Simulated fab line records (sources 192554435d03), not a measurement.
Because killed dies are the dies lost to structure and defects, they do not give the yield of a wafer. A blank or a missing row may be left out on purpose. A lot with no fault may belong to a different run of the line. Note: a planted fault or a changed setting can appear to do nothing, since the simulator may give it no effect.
The tool behind it: which one?    flow n5_finfet    9 lots with 27 wafers sampled at 7 steps, on a route of 1938 steps

== WHAT THE GAUGES READ, wafer by wafer ==
N5_MOL_CONTACT_COAG_THK_MEAS_53. Usual: VIA_MOL_THK 43.7 nm, standard deviation 0.59.
lot   measured      on             VIA_MOL_THK (nm)  flag
L753  day 6 00:48   film_metro-02  - - -             OFF
L754  day 6 08:15   film_metro-01  - - -             OFF
L755  day 6 10:08   film_metro-01  - - -             OFF
L764  day 8 16:39   film_metro-02  43.9 45.0 44.8    
L765  day 9 02:08   film_metro-02  43.7 43.6 43.9    
L767  day 9 14:59   film_metro-02  42.4 42.7 42.8    
L769  day 10 00:50  film_metro-01  43.5 43.8 44.7    
L770  day 10 04:12  film_metro-01  43.6 44.1 44.0    
L773  day 10 23:14  film_metro-02  42.4 42.9 43.3    

N5_MOL_CONTACT_COAG_INSPECT_97: inspects for defects (darkfield). Usual: raw_defect_count reads 43 (standard deviation 24).
lot   measured      on                 raw_defect_count  flag
L753  day 6 03:52   defect_inspect-02  1285 1300 1154    OFF
L754  day 6 11:19   defect_inspect-02  1271 1212 1229    OFF
L755  day 6 14:18   defect_inspect-02  1262 1227 1228    OFF
L764  day 8 19:43   defect_inspect-01  54 71 74          
L765  day 9 05:13   defect_inspect-01  51 89 55          
L767  day 9 18:04   defect_inspect-01  29 38 42          
L769  day 10 03:54  defect_inspect-01  31 20 37          
L770  day 10 07:16  defect_inspect-02  40 57 28          
L773  day 11 04:12  defect_inspect-02  17 27 27          

N5_BEOL_M4_RC_MEAS_101. Usual: DIBL_N 36.4 mV/V, standard deviation 1.4; DIBL_P 36.4 mV/V, standard deviation 1.5; IOFF_N 0.156 nA/um, standard deviation 0.022; IOFF_P 0.210 nA/um, standard deviation 0.023; ION_N 675 uA/um, standard deviation 9.1; ION_P 463 uA/um, standard deviation 5.7; SS_N 71.6 mV/dec, standard deviation 0.45; SS_P 73.3 mV/dec, standard deviation 0.56; VT_N 250 mV, standard deviation 3.1; VT_P -250.3 mV, standard deviation 2.3.
lot   measured      on         DIBL_N (mV/V)   DIBL_P (mV/V)   IOFF_N (nA/um)     IOFF_P (nA/um)     ION_N (uA/um)  ION_P (uA/um)  SS_N (mV/dec)   SS_P (mV/dec)   VT_N (mV)    VT_P (mV)             flag
L764  day 12 14:11  prober-02  34.3 34.9 35.4  34.7 35.8 36.5  0.131 0.144 0.149  0.183 0.193 0.196  677 670 668    454 459 457    71.0 72.1 71.8  72.3 73.5 73.2  253 251 254  -253.8 -255.0 -253.3  
L765  day 12 16:17  prober-01  36.2 37.6 37.3  33.8 36.6 36.0  0.155 0.175 0.173  0.191 0.228 0.223  677 684 687    456 468 465    71.6 71.5 71.4  72.4 73.7 73.1  248 249 248  -249.8 -247.9 -247.1  
L767  day 13 13:28  prober-01  37.7 36.4 38.5  37.1 35.4 38.0  0.167 0.154 0.188  0.210 0.189 0.223  682 687 690    461 463 471    71.6 71.4 71.9  74.3 73.1 73.9  249 249 245  -251.9 -252.3 -251.3  
L769  day 13 23:07  prober-02  34.7 34.6 33.9  36.0 35.4 34.7  0.134 0.130 0.116  0.192 0.187 0.168  678 661 665    465 459 456    71.1 71.7 71.0  72.3 72.1 72.4  252 251 254  -251.0 -251.1 -252.2  
L770  day 14 03:29  prober-02  35.8 34.8 35.5  35.7 34.3 35.9  0.152 0.131 0.142  0.211 0.188 0.224  673 672 673    468 465 467    71.3 71.2 71.6  73.6 73.3 73.2  252 251 252  -248.7 -250.2 -248.7  
L773  day 15 06:20  prober-02  37.0 35.1 36.8  38.0 36.5 38.2  0.164 0.139 0.174  0.233 0.205 0.235  669 669 676    468 465 467    71.6 71.4 71.8  73.6 72.4 72.8  250 252 249  -249.7 -248.6 -249.1  

== TOOL THAT RAN EACH LOT (tool first, then ch and the chambers of the sampled wafers, then the start) ==
lot   N5_MOL_CONTACT_COAG_STRIP_49          N5_MOL_CONTACT_COAG_CMP_52     N5_BEOL_M0_SAQP_PECVD_00       N5_BEOL_M0_SAQP_PECVD_97
L753  plasma_asher-01 ch 0,1, day 5 23:50   cmp-03 ch 1,3, day 6 00:32     -                              -
L754  plasma_asher-02 ch 0, day 6 07:22     cmp-03 ch 0,1, day 6 07:58     -                              -
L755  plasma_asher-01 ch 0,1, day 6 09:13   cmp-03 ch 0,2,3, day 6 09:50   -                              -
L764  plasma_asher-02 ch 0,1, day 8 15:45   cmp-03 ch 1,3, day 8 16:23     pecvd-04 ch 0,2, day 8 20:02   pecvd-02 ch 0,1, day 8 20:59
L765  plasma_asher-01 ch 0,1, day 9 01:15   cmp-01 ch 0,1,3, day 9 01:51   pecvd-02 ch 0,2, day 9 05:31   pecvd-03 ch 0,2, day 9 06:11
L767  plasma_asher-01 ch 0,1, day 9 14:05   cmp-01 ch 0,1,3, day 9 14:46   pecvd-03 ch 0,1, day 9 18:23   pecvd-02 ch 0,1, day 9 20:43
L769  plasma_asher-01 ch 0,1, day 9 23:56   cmp-01 ch 1,3, day 10 00:34    pecvd-04 ch 0,1, day 10 04:13  pecvd-04 ch 1,2, day 10 05:40
L770  plasma_asher-01 ch 0,1, day 10 03:18  cmp-02 ch 0,1,2, day 10 03:58  pecvd-04 ch 0,1, day 10 07:35  pecvd-02 ch 0,1, day 10 09:11
L773  plasma_asher-01 ch 1, day 10 22:20    cmp-03 ch 0,2, day 10 22:58    pecvd-03 ch 0,1, day 11 04:31  pecvd-02 ch 1,2, day 11 05:29
- N5_MOL_CONTACT_COAG_STRIP_49: strips in N2/H2, time 30 s.
- N5_MOL_CONTACT_COAG_CMP_52: polishes, stops on SiO2, t overpolish 1.5 s, target thk 66.5 nm.
- N5_BEOL_M0_SAQP_PECVD_00: deposits SiCN from 3MS/NH3, target thk 8 nm, time 14 s.
- N5_BEOL_M0_SAQP_PECVD_97: deposits SiNx from SiH4/NH3/N2, target thk 23 nm, time 19.9 s.

== WHAT THE TOOLS THEMSELVES READ (means of the sampled wafers that have a number; where no wafer has one, the mark that the record gives instead) ==
N5_MOL_CONTACT_COAG_STRIP_49. Usual: drypump_motor_current_A 5.4 A, standard deviation 0.53; heater_power_w 330 W, standard deviation 30; temp_c 250.00 C, standard deviation 0.16.
lot   tool             drypump_motor_current_A (A)  heater_power_w (W)  temp_c (C)  flag
L753  plasma_asher-01  5.3                          340                 250.02      
L754  plasma_asher-02  6.1                          348                 250.17      
L755  plasma_asher-01  5.3                          338                 249.96      
L764  plasma_asher-02  6.0                          335                 249.97      
L765  plasma_asher-01  5.3                          337                 249.95      
L767  plasma_asher-01  5.3                          336                 250.12      
L769  plasma_asher-01  5.3                          341                 249.98      
L770  plasma_asher-01  5.3                          335                 249.97      
L773  plasma_asher-01  4.7                          291                 250.07      

N5_MOL_CONTACT_COAG_CMP_52. Usual: edge_zone_pressure_frac 1.000, standard deviation 0.0048; head_pressure_psi 3.999 psi, standard deviation 0.0083; motor_current_A 12.2 A, standard deviation 0.75; overpolish_run_s 1.500 s, standard deviation 0.0092; time_to_endpoint_s 14.0 s, standard deviation 1.9.
lot   tool    edge_zone_pressure_frac  head_pressure_psi (psi)  motor_current_A (A)  overpolish_run_s (s)  time_to_endpoint_s (s)  flag
L753  cmp-03  -                        -                        -                    -                     -                       OFF
L754  cmp-03  -                        -                        -                    -                     -                       OFF
L755  cmp-03  -                        -                        -                    -                     -                       OFF
L764  cmp-03  0.997                    4.007                    11.1                 1.502                 14.2                    
L765  cmp-01  0.999                    3.995                    12.7                 1.514                 14.0                    
L767  cmp-01  0.995                    3.996                    12.6                 1.505                 14.5                    
L769  cmp-01  0.996                    4.003                    13.3                 1.493                 14.7                    
L770  cmp-02  1.000                    4.005                    11.8                 1.493                 12.0                    
L773  cmp-03  0.996                    3.991                    12.7                 1.496                 13.5                    

N5_BEOL_M0_SAQP_PECVD_00. Usual: showerhead_plenum_p_Torr 3.660 Torr, standard deviation 0.011; throttle_valve_pct 9.03 %, standard deviation 0.25.
lot   tool      showerhead_plenum_p_Torr (Torr)  throttle_valve_pct (%)  flag
L764  pecvd-04  3.652                            8.90                    
L765  pecvd-02  3.671                            9.13                    
L767  pecvd-03  3.672                            9.37                    
L769  pecvd-04  3.656                            9.01                    
L770  pecvd-04  3.661                            9.03                    
L773  pecvd-03  3.669                            9.33                    

N5_BEOL_M0_SAQP_PECVD_97. Usual: heater_power_outer_w 305 W, standard deviation 55; heater_power_w 540 W, standard deviation 72; showerhead_plenum_p_Torr 5.12 Torr, standard deviation 0.044; throttle_valve_pct 39.6 %, standard deviation 1.
lot   tool      heater_power_outer_w (W)  heater_power_w (W)  showerhead_plenum_p_Torr (Torr)  throttle_valve_pct (%)  flag
L764  pecvd-02  333                       573                 5.13                             39.1                    
L765  pecvd-03  298                       538                 5.17                             40.6                    
L767  pecvd-02  355                       605                 5.15                             38.9                    
L769  pecvd-04  243                       447                 5.06                             40.0                    
L770  pecvd-02  346                       582                 5.14                             39.0                    
L773  pecvd-02  338                       567                 5.16                             38.6                    

== THE ANSWER, worked out from the rows above alone ==
Rule: take the mean of a lot's wafers that have a number; if it is more than 3 standard deviations from the usual mean, the lot is off. Also off: a lot with no number at a reading for which 4 or more lots have one. All remaining lots with rows at the step are treated as sound. After the gauges, taken in route order, come the tools' own readings; for these a lot's mean is taken, as printed above. At the first step where some lot is off, the reading lying furthest off is the one used; lots without a number count as furthest.
Off: at N5_MOL_CONTACT_COAG_THK_MEAS_53 (VIA_MOL_THK), L753, L754, L755. Without a number there: L753, L754, L755.
If a tool, at a process step before that reading, ran all the lots that are off and no sound lot after the first of them, it fits. Not tried: the gauges at N5_MOL_CONTACT_COAG_THK_MEAS_53; whatever is off there is also off at N5_MOL_CONTACT_COAG_INSPECT_97, on other tools, and gauge error can't account for it. None of those tried fits.

== WHAT THE SIMULATOR HAD INSERTED ==
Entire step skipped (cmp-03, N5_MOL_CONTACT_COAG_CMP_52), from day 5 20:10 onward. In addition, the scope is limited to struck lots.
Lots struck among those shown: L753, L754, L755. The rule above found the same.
